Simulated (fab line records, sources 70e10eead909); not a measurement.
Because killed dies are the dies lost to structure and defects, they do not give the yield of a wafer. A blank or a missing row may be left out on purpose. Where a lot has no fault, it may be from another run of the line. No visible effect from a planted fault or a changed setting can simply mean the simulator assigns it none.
The tool behind it: which one? ; flow nand_harc ; 15 lots with 45 wafers sampled at 4 steps, on a route of 1302 steps

## WHAT THE GAUGES SHOWED, per wafer
NHARC_P_STI_CD_MEAS_09 targets a cd of 200 nm. Usual: cd_nm reads 198.7 nm (standard deviation 1.7).
lot;measured;on;cd_nm (nm);flag
L631;day 2 23:53;cd_sem-03;204.9 201.4 200.5;
L632;day 3 09:13;cd_sem-03;198.3 199.2 199.2;
L633;day 3 16:31;cd_sem-03;197.1 197.2 197.3;
L634;day 4 00:52;cd_sem-01;198.9 199.4 199.1;
L636;day 4 20:07;cd_sem-01;196.3 199.5 199.7;
L637;day 5 09:14;cd_sem-03;197.9 197.8 198.2;
L638;day 5 18:28;cd_sem-01;199.3 198.7 199.3;
L639;day 6 02:30;cd_sem-01;200.1 199.3 199.7;
L640;day 6 15:29;cd_sem-01;198.2 196.1 198.2;
L641;day 7 00:20;cd_sem-02;198.5 201.1 199.2;
L642;day 7 08:44;cd_sem-03;197.2 201.0 200.3;
L648;day 9 22:35;cd_sem-01;197.6 195.3 196.2;
L649;day 10 12:20;cd_sem-02;231.4 233.7 235.4;OFF
L650;day 10 22:54;cd_sem-03;234.4 234.3 233.3;OFF
L651;day 11 03:02;cd_sem-03;229.3 229.6 231.5;OFF

NHARC_P_STI_OCD_MEAS_17. Usual: trench_depth_nm 300 nm, standard deviation 5.4; trench_foot_cd_nm 156.8 nm, standard deviation 1.9.
lot;measured;on;trench_depth_nm (nm);trench_foot_cd_nm (nm);flag
L631;day 3 00:40;ocd-02;294 301 292;164.4 158.8 159.9;
L632;day 3 10:00;ocd-02;302 297 298;156.8 157.7 157.7;
L633;day 3 17:17;ocd-01;293 297 294;156.4 156.3 156.3;
L634;day 4 01:38;ocd-02;299 305 304;157.9 157.2 157.0;
L636;day 4 20:55;ocd-01;299 299 298;154.4 158.1 158.7;
L637;day 5 10:01;ocd-01;295 292 296;157.1 157.2 156.6;
L638;day 5 19:16;ocd-02;301 308 294;157.3 155.7 157.8;
L639;day 6 03:17;ocd-01;297 295 296;159.0 157.4 158.1;
L640;day 6 16:17;ocd-02;297 297 298;156.8 154.4 157.1;
L641;day 7 01:07;ocd-02;295 301 307;157.2 159.4 156.1;
L642;day 7 09:31;ocd-02;305 294 302;154.3 159.7 158.0;
L648;day 9 23:22;ocd-01;293 296 296;156.3 154.4 155.2;
L649;day 10 13:08;ocd-02;309 298 304;187.8 192.1 192.6;OFF
L650;day 10 23:41;ocd-01;298 309 302;192.4 191.0 191.1;OFF
L651;day 11 03:49;ocd-02;296 305 307;188.0 187.8 188.6;OFF

## TOOL THAT RAN EACH LOT (tool first, then ch and the chambers of the sampled wafers, then the start)
lot;NHARC_P_ZERO_WELL_RTA_42;NHARC_P_STI_PEB_07
L631;rtp_anneal-01 ch 0, day 2 04:04;litho_track-05 ch 0, day 2 23:47
L632;rtp_anneal-01 ch 0, day 2 13:22;litho_track-07 ch 0, day 3 09:08
L633;rtp_anneal-02 ch 0, day 2 23:34;litho_track-07 ch 0, day 3 16:25
L634;rtp_anneal-02 ch 0, day 3 09:02;litho_track-02 ch 0, day 4 00:46
L636;rtp_anneal-02 ch 0, day 4 04:55;litho_track-02 ch 0, day 4 20:02
L637;rtp_anneal-01 ch 0, day 4 15:04;litho_track-07 ch 0, day 5 09:08
L638;rtp_anneal-01 ch 0, day 5 00:53;litho_track-05 ch 0, day 5 18:22
L639;rtp_anneal-02 ch 0, day 5 10:45;litho_track-05 ch 0, day 6 02:25
L640;rtp_anneal-02 ch 0, day 5 21:08;litho_track-07 ch 0, day 6 15:24
L641;rtp_anneal-02 ch 0, day 6 07:01;litho_track-05 ch 0, day 7 00:14
L642;rtp_anneal-02 ch 0, day 6 16:54;litho_track-07 ch 0, day 7 08:38
L648;rtp_anneal-01 ch 0, day 9 04:58;litho_track-07 ch 0, day 9 22:30
L649;rtp_anneal-02 ch 0, day 9 15:07;litho_track-07 ch 0, day 10 12:15
L650;rtp_anneal-02 ch 0, day 10 05:50;litho_track-07 ch 0, day 10 22:49
L651;rtp_anneal-02 ch 0, day 10 11:11;litho_track-07 ch 0, day 11 02:57
- NHARC_P_ZERO_WELL_RTA_42: time 300 s.
- NHARC_P_STI_PEB_07: peb time 80 s.

## AS READ BY THE TOOLS THEMSELVES (means over the sampled wafers that have a number; for cases with no such wafer, the mark the record gives instead)
NHARC_P_ZERO_WELL_RTA_42. Usual: lamp_power_pct 36 %, standard deviation 3.6; lamp_zone_5_pct 36 %, standard deviation 3.7; wafer_temp_C_max 1106.4, standard deviation 1.3.
lot;tool;lamp_power_pct (%);lamp_zone_5_pct (%);wafer_temp_C_max;flag
L631;rtp_anneal-01;40;40;1105.7;
L632;rtp_anneal-01;40;40;1106.6;
L633;rtp_anneal-02;32;32;1106.2;
L634;rtp_anneal-02;32;32;1107.4;
L636;rtp_anneal-02;32;32;1107.6;
L637;rtp_anneal-01;40;40;1105.9;
L638;rtp_anneal-01;40;40;1106.3;
L639;rtp_anneal-02;32;32;1105.9;
L640;rtp_anneal-02;32;32;1107.0;
L641;rtp_anneal-02;32;32;1107.3;
L642;rtp_anneal-02;32;32;1107.7;
L648;rtp_anneal-01;40;40;1104.8;
L649;rtp_anneal-02;32;32;1106.2;
L650;rtp_anneal-02;32;32;1106.5;
L651;rtp_anneal-02;32;32;1107.5;

NHARC_P_STI_PEB_07. Usual: exhaust_pa 45.2 Pa, standard deviation 0.91; heater_power_total_W 189.8 W, standard deviation 0.81; plate_temp_C 128.03 C, standard deviation 0.12.
lot;tool;exhaust_pa (Pa);heater_power_total_W (W);plate_temp_C (C);flag
L631;litho_track-05;46.9;189.7;128.15;
L632;litho_track-07;45.7;190.4;128.02;
L633;litho_track-07;44.4;190.1;127.95;
L634;litho_track-02;45.0;190.0;128.01;
L636;litho_track-02;44.8;189.8;128.10;
L637;litho_track-07;45.2;190.5;128.10;
L638;litho_track-05;43.7;190.6;128.08;
L639;litho_track-05;45.7;189.5;128.09;
L640;litho_track-07;46.0;189.7;128.06;
L641;litho_track-05;46.0;189.1;127.90;
L642;litho_track-07;45.5;189.5;127.94;
L648;litho_track-07;45.3;190.6;128.01;
L649;litho_track-07;45.3;199.0;133.15;OFF
L650;litho_track-07;45.4;200.2;133.04;OFF
L651;litho_track-07;45.9;200.4;133.02;OFF

## THE ANSWER, worked out from the rows above alone
Rule: take the mean of a lot's wafers that have a number; if it is more than 3 standard deviations from the usual mean, the lot is off. A lot without any number at a reading at which 4 lots or more have one is off too. All remaining lots with rows at the step are treated as sound. After the gauges, taken in route order, come the tools' own readings; for these a lot's mean is taken, as printed above. At the first step where some lot is off, the reading lying furthest off is the one used; lots without a number count as furthest.
Off: L649, L650, L651, at NHARC_P_STI_CD_MEAS_09 (cd_nm).
If a tool, at a process step before that reading, ran all the lots that are off and no sound lot after the first of them, it fits. Not tried: the gauges at NHARC_P_STI_CD_MEAS_09; whatever is off there is also off at NHARC_P_STI_OCD_MEAS_17, on other tools, and gauge error can't account for it. 2 tools fit, rtp_anneal-02 at NHARC_P_ZERO_WELL_RTA_42 and litho_track-07 at NHARC_P_STI_PEB_07, so this cannot tell which one it is.

## WHAT THE SIMULATOR HAD INSERTED
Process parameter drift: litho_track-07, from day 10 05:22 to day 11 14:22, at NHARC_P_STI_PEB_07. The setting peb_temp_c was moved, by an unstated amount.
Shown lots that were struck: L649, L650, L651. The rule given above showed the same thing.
